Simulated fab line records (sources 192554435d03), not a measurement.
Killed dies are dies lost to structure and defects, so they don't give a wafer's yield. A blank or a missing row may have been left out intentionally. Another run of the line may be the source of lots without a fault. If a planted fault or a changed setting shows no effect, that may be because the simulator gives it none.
fab line records -- flow n5_finfet
[record] lots = 12, wafers = 36, last_day = 17
route steps=1938 shown BEOL_M4@1093 BEOL_M5@1140
lots that met no fault: from a run of the same line without faults
start_h: start of the lot's first displayed wafer, in hours after the record's first day -- wait_h: hours since the lot's step before -- " repeats the value in the row above -- L1.1+2: several wafers, shown together as one row -- - value missing, or start not given -- * or withheld: withheld -- < > ~ a bound
route shown NAME@n: NAME is a module with steps in the file, n the number in the route of the first one -- usual: mean/standard deviation taken from wafers without a fault -- same: alike in all rows -- chamber/n: place in a boat -- sites: the reading at each site -- _std_site: their standard deviation -- _edge_site: the outer-site mean with the inner-site mean subtracted -- radius_mm: for every site, how far away it sits from the centre of the wafer -- mask NAME#n: copy n -- behind: the last tool/chamber to shape the wafer -- hold: cause of the lot's hold/its duration in hours/its outcome -- device: transistor that didn't switch, given as n, p or np -- end of line: tests of these same wafers at the route's end -- a step with no rows: only its recipe -- killed: not the wafer's yield, but the dies lost to structure and defects at the first sort -- map: the dies of a wafer, with x for killed, . for not killed, _ for no die there
set.NAME: setting as actually run; set.NAME@STEP: the setting as run at that earlier step -- model.NAME: the simulator's own value behind a step, which no gauge read
the route's steps for a sample of lots (tables are steps, rows are wafers)
services: when a tool's chamber went out of use (start_h, in hours from the record's first day, below 0 if earlier), for how many hours, and the reason
[[steps]]
[step N5_BEOL_M4_ANNEAL_89]
[recipe] temp_c = 400, time_s = 240, ambient = vacuum
[usual] heater_power_w = 822/65, susceptor_temp_C_max = 401.0/0.33
lot.wafer,tool,chamber,start_h,wait_h,heater_power_w,susceptor_temp_C_max
L471.2,pvd_sputter-01,-,165.30,0.0,916,400.7
L471.5,pvd_sputter-01,-,165.30,0.0,689,400.6
L471.6,pvd_sputter-01,-,165.30,0.0,891,400.5
L472.1,pvd_sputter-01,-,184.62,0.0,724,401.0
L472.4,pvd_sputter-01,-,184.62,0.0,908,400.9
L472.6,pvd_sputter-01,-,184.62,0.0,725,401.1
L473.3,pvd_sputter-02,-,202.38,0.0,822,401.0
L473.5,pvd_sputter-02,-,202.38,0.0,843,400.6
L473.6,pvd_sputter-02,-,202.38,0.0,844,401.5
L476.3,pvd_sputter-01,-,202.92,0.0,721,400.7
L476.4,pvd_sputter-01,-,202.92,0.0,697,400.7
L476.5,pvd_sputter-01,-,202.92,0.0,721,400.5
L474.1,pvd_sputter-01,-,206.81,0.0,718,400.4
L474.2,pvd_sputter-01,-,206.81,0.0,912,400.9
L474.5,pvd_sputter-01,-,206.81,0.0,723,401.0
L478.2,pvd_sputter-03,-,208.25,0.0,833,401.1
L478.3,pvd_sputter-03,-,208.25,0.0,799,400.7
L478.6,pvd_sputter-03,-,208.25,0.0,786,400.6
L481.1,pvd_sputter-02,-,239.73,0.0,837,400.8
L481.4,pvd_sputter-02,-,239.73,0.0,841,401.0
L481.6,pvd_sputter-02,-,239.73,0.0,863,401.1
L483.1,pvd_sputter-03,-,255.91,0.0,900,401.2
L483.4,pvd_sputter-03,-,255.91,0.0,821,401.5
L483.5,pvd_sputter-03,-,255.91,0.0,893,400.8
L484.1,pvd_sputter-01,-,259.14,0.0,734,401.5
L484.3,pvd_sputter-01,-,259.14,0.0,713,401.2
L484.4,pvd_sputter-01,-,259.14,0.0,845,401.2
L485.1,pvd_sputter-01,-,274.62,0.0,717,401.1
L485.4,pvd_sputter-01,-,274.62,0.0,714,400.8
L485.5,pvd_sputter-01,-,274.62,0.0,906,400.6
L487.2,pvd_sputter-03,-,275.35,0.0,865,400.9
L487.3,pvd_sputter-03,-,275.35,0.0,821,401.5
L487.6,pvd_sputter-03,-,275.35,0.0,806,401.2
L491.1,pvd_sputter-02,-,304.17,0.0,879,400.9
L491.3,pvd_sputter-02,-,304.17,0.0,765,400.6
L491.4,pvd_sputter-02,-,304.17,0.0,876,401.2
[step N5_BEOL_M4_SPUTTER_92]
[recipe] material = Cu, target_thk_a = 45, temp_c = -20, chamber_pressure_pa = 0.07, power_w = withheld, time_s = 8.29
[usual] throttle_valve_pct = 29.8/1.1
lot.wafer,tool,chamber,start_h,wait_h,throttle_valve_pct
L471.2,pvd_sputter-01,-,165.66,0.1,31.4
L471.5,pvd_sputter-01,-,165.66,0.1,28.2
L471.6,pvd_sputter-01,-,165.66,0.1,31.6
L472.1,pvd_sputter-01,-,184.98,0.1,28.3
L472.4,pvd_sputter-01,-,184.98,0.1,31.5
L472.6,pvd_sputter-01,-,184.98,0.1,30.0
L473.3,pvd_sputter-02,-,202.74,0.1,32.1
L473.5,pvd_sputter-02,-,202.74,0.1,32.3
L473.6,pvd_sputter-02,-,202.74,0.1,30.0
L476.3,pvd_sputter-01,-,203.28,0.1,30.3
L476.4,pvd_sputter-01,-,203.28,0.1,28.0
L476.5,pvd_sputter-01,-,203.28,0.1,28.2
L474.1,pvd_sputter-01,-,207.17,0.1,27.9
L474.2,pvd_sputter-01,-,207.17,0.1,31.2
L474.5,pvd_sputter-01,-,207.17,0.1,29.9
L478.2,pvd_sputter-03,-,208.61,0.1,29.3
L478.3,pvd_sputter-03,-,208.61,0.1,28.9
L478.6,pvd_sputter-03,-,208.61,0.1,29.0
L481.1,pvd_sputter-02,-,240.09,0.1,32.3
L481.4,pvd_sputter-02,-,240.09,0.1,29.7
L481.6,pvd_sputter-02,-,240.09,0.1,29.8
L483.1,pvd_sputter-03,-,256.27,0.1,28.5
L483.4,pvd_sputter-03,-,256.27,0.1,29.1
L483.5,pvd_sputter-03,-,256.27,0.1,30.9
L484.1,pvd_sputter-01,-,259.50,0.1,30.1
L484.3,pvd_sputter-01,-,259.50,0.1,28.2
L484.4,pvd_sputter-01,-,259.50,0.1,30.5
L485.1,pvd_sputter-01,-,274.98,0.1,30.2
L485.4,pvd_sputter-01,-,274.98,0.1,28.1
L485.5,pvd_sputter-01,-,274.98,0.1,31.6
L487.2,pvd_sputter-03,-,275.71,0.1,30.7
L487.3,pvd_sputter-03,-,275.71,0.1,29.3
L487.6,pvd_sputter-03,-,275.71,0.1,29.3
L491.1,pvd_sputter-02,-,304.53,0.1,29.1
L491.3,pvd_sputter-02,-,304.53,0.1,30.4
L491.4,pvd_sputter-02,-,304.53,0.1,29.9
[step N5_BEOL_M5_COAT_66]
[recipe] resist = SiARC, temp_c = 220, time_s = 60, spin_rpm = 1500, resist_thk_nm = 12
[usual] exhaust_pa = 45.0/0.79, spin_speed_rpm = 1500.0/0.96
lot.wafer,tool,chamber,start_h,wait_h,exhaust_pa,spin_speed_rpm
L471.2,litho_track-05,0,173.72,-,44.3,1499.3
L471.5,litho_track-05,0,173.72,-,44.6,1499.9
L471.6,litho_track-05,0,173.72,-,43.0,1500.4
L472.1,litho_track-04,0,191.60,-,44.3,1500.4
L472.4,litho_track-04,0,191.60,-,45.4,1498.9
L472.6,litho_track-04,0,191.60,-,45.0,1498.8
L473.3,litho_track-05,0,208.17,-,44.4,1500.1
L473.5,litho_track-05,0,208.17,-,45.9,1500.5
L473.6,litho_track-05,0,208.17,-,45.6,1500.2
L476.3,litho_track-01,0,208.17,-,44.5,1499.7
L476.4,litho_track-01,0,208.17,-,46.2,1500.4
L476.5,litho_track-01,0,208.17,-,45.4,1499.2
L474.1,litho_track-01,0,213.11,-,47.0,1499.9
L474.2,litho_track-01,0,213.11,-,46.3,1499.7
L474.5,litho_track-01,0,213.11,-,44.6,1499.9
L478.2,litho_track-01,0,215.03,-,45.1,1499.4
L478.3,litho_track-01,0,215.03,-,44.0,1498.6
L478.6,litho_track-01,0,215.03,-,45.1,1500.6
L481.1,litho_track-04,0,247.11,-,44.1,1500.7
L481.4,litho_track-04,0,247.11,-,44.8,1498.1
L481.6,litho_track-04,0,247.11,-,45.0,1499.6
L484.1,litho_track-04,0,264.48,-,45.6,1625.6
L484.3,litho_track-04,0,264.48,-,45.0,1625.5
L484.4,litho_track-04,0,264.48,-,45.0,1625.0
L483.1,litho_track-05,0,264.59,-,46.2,1499.7
L483.4,litho_track-05,0,264.59,-,44.3,1501.5
L483.5,litho_track-05,0,264.59,-,45.3,1501.1
L485.1,litho_track-04,0,281.68,-,45.4,1627.2
L485.4,litho_track-04,0,281.68,-,45.4,1625.9
L485.5,litho_track-04,0,281.68,-,44.8,1625.5
L487.2,litho_track-04,0,283.49,-,44.1,1624.2
L487.3,litho_track-04,0,283.49,-,43.9,1625.5
L487.6,litho_track-04,0,283.49,-,44.9,1627.1
L491.1,litho_track-05,0,312.59,-,46.2,1500.5
L491.3,litho_track-05,0,312.59,-,45.3,1500.3
L491.4,litho_track-05,0,312.59,-,46.6,1499.0
[step N5_BEOL_M5_CD_MEAS_28]
[recipe] target_cd_nm = 30.6, landing_energy_ev = 500, detector = se_inlens, target_cd_y_nm = 20, polarity = opening
[usual] cd_nm = 30.61/0.27
lot.wafer,tool,chamber,start_h,wait_h,cd_nm
L471.2,cd_sem-01,0,174.12,-,30.81
L471.5,cd_sem-01,0,174.12,-,30.93
L471.6,cd_sem-01,0,174.12,-,30.85
L472.1,cd_sem-01,0,191.87,-,30.26
L472.4,cd_sem-01,0,191.87,-,30.15
L472.6,cd_sem-01,0,191.87,-,30.50
L476.3,cd_sem-03,0,208.57,-,30.58
L476.4,cd_sem-03,0,208.57,-,30.80
L476.5,cd_sem-03,0,208.57,-,31.12
L473.3,cd_sem-02,0,208.75,-,30.21
L473.5,cd_sem-02,0,208.75,-,30.64
L473.6,cd_sem-02,0,208.75,-,30.36
L474.1,cd_sem-02,0,213.38,-,30.40
L474.2,cd_sem-02,0,213.38,-,30.54
L474.5,cd_sem-02,0,213.38,-,30.52
L478.2,cd_sem-02,0,215.43,-,30.54
L478.3,cd_sem-02,0,215.43,-,30.65
L478.6,cd_sem-02,0,215.43,-,30.06
L481.1,cd_sem-02,0,247.39,-,30.27
L481.4,cd_sem-02,0,247.39,-,30.35
L481.6,cd_sem-02,0,247.39,-,30.26
L484.1,cd_sem-01,0,264.91,-,30.91
L484.3,cd_sem-01,0,264.91,-,30.45
L484.4,cd_sem-01,0,264.91,-,30.27
L483.1,cd_sem-03,0,264.96,-,30.37
L483.4,cd_sem-03,0,264.96,-,30.68
L483.5,cd_sem-03,0,264.96,-,30.58
L485.1,cd_sem-01,0,281.98,-,30.71
L485.4,cd_sem-01,0,281.98,-,30.57
L485.5,cd_sem-01,0,281.98,-,30.53
L487.2,cd_sem-02,0,283.91,-,30.88
L487.3,cd_sem-02,0,283.91,-,30.78
L487.6,cd_sem-02,0,283.91,-,30.97
L491.1,cd_sem-01,0,312.87,-,30.45
L491.3,cd_sem-01,0,312.87,-,30.38
L491.4,cd_sem-01,0,312.87,-,30.42
[[services]]
tool,chamber,start_h,hours,kind
pvd_sputter-01,-,231.67,2.2,repair
pvd_sputter-01,-,236.50,2.7,repair
[[key]]
[first_sign] step = N5_BEOL_M5_COAT_66, reading = spin_speed_rpm, direction = up, sigmas = 99+, usual = *, struck = *
effect none on later readings
met_at N5_BEOL_M5_COAT_66
struck_lots L484,L485,L487
not_acting_at N5_BEOL_M4_ANNEAL_89,N5_BEOL_M4_SPUTTER_92,N5_BEOL_M5_CD_MEAS_28
onset_between 247.11 264.48
[fault] kind = process_parameter_drift, tool = litho_track-04, chamber = -, onset_h = 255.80, steps = N5_BEOL_M5_COAT_66, channel = spin_rpm, offset = *, shape = step, end_h = 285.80, acts_in = *, stated = *
